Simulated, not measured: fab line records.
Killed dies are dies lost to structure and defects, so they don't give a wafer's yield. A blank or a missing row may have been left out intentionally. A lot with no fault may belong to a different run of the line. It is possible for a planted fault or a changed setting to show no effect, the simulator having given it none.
Split-lot trial | flow n5Finfet | 21 wafers read across 7 lots, on a route 1938 steps long

SPLIT DETAILS
At N5_BEOL_M4_EXPOSE_25 (exposes mask V3, defocus 5 nm), the setting doseMj was moved away from the recipe's 63 on 9 of the 21 wafers read, by -7.2% to +7.4%. All remaining wafers had this setting at the recipe value.

FROM THE SPLIT TO THE READING: what the file shows between them, 2 steps
- N5_BEOL_M4_PEB_26: peb time 60 s
- N5_BEOL_M4_DEVELOP_27: develop time 30 s

THE READING
cdNm, in nm, at N5_BEOL_M4_CD_MEAS_28 (target cd 26.2 nm, target cd y 24.1 nm). A value of 26.20 nm with a standard deviation of 0.24 nm is what fault-free wafers of this fab line usually give.

wafer  | tool, chamber at the split | doseMj as run | against the recipe | cdNm, nm | against lot-mates on the recipe
L075.1 | euvScanner-02, 0           | 58.49         | -7.2%              | 24.88    | -1.16
L075.2 | euvScanner-02, 0           | 58.49         | -7.2%              | 24.70    | -1.34
L075.4 | euvScanner-02, 0           | 63            | recipe             | 26.04    | -
L086.2 | euvScanner-02, 0           | 63            | recipe             | 26.25    | -
L086.3 | euvScanner-02, 0           | 63            | recipe             | 26.12    | -
L086.4 | euvScanner-02, 0           | 63            | recipe             | 26.14    | -
L087.2 | euvScanner-01, 0           | 63            | recipe             | 26.47    | -
L087.4 | euvScanner-01, 0           | 63            | recipe             | 26.19    | -
L087.5 | euvScanner-01, 0           | 63            | recipe             | 26.27    | -
L090.1 | euvScanner-02, 0           | 63            | recipe             | 26.44    | -
L090.3 | euvScanner-02, 0           | 60.49         | -4.0%              | 25.40    | -1.08
L090.4 | euvScanner-02, 0           | 63            | recipe             | 26.52    | -
L092.2 | euvScanner-02, 0           | 66.65         | +5.8%              | 27.60    | +1.15
L092.3 | euvScanner-02, 0           | 63            | recipe             | 26.45    | -
L092.5 | euvScanner-02, 0           | 66.65         | +5.8%              | 27.00    | +0.55
L093.1 | euvScanner-01, 0           | 66.92         | +6.2%              | 27.31    | +1.27
L093.4 | euvScanner-01, 0           | 66.92         | +6.2%              | 27.23    | +1.19
L093.5 | euvScanner-01, 0           | 63            | recipe             | 26.04    | -
L091.1 | euvScanner-01, 0           | 67.67         | +7.4%              | 27.40    | +0.92
L091.3 | euvScanner-01, 0           | 63            | recipe             | 26.48    | -
L091.5 | euvScanner-01, 0           | 67.67         | +7.4%              | 27.86    | +1.38

THE FIT
A straight line over all 21 wafers: cdNm changes by +0.188 nm for each +1% of doseMj; r = +0.97; the points scatter about the line by 0.2 nm.
The same after taking each lot's own level away (the mean of its wafers on the recipe; 21 wafers): +0.175 nm for each +1%; r = +0.97; scatter 0.18 nm.
The reading moves by 1.3 nm for the largest change in doseMj, on that fit.
From 26.040 to 26.480 nm: that is the span of the lots' own levels, equal to 1.8 times the standard deviation above.
The two slopes agree, so the slope changes little with the lot-to-lot level.
Check: for one of the wafers moved furthest among these (+7.4%), held out of the fit, the line's prediction against its lot-mates is +1.33 nm. It came out at +0.92 nm against them.

OTHER SPLITS ON THESE WAFERS
Other splits were also applied to these wafers ahead of the reading. Each is held against what the fit with the lots' levels taken away leaves over:
other split on the same wafers | wafers away from the commonest value | r with cdNm (lot level and that fit taken away)
N5_BEOL_M3_ALD_98 aldCycles    | 4                                    | -0.27

FILE'S OWN FIT
cdNm changes by +0.177 nm for each +1% of doseMj, r = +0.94.
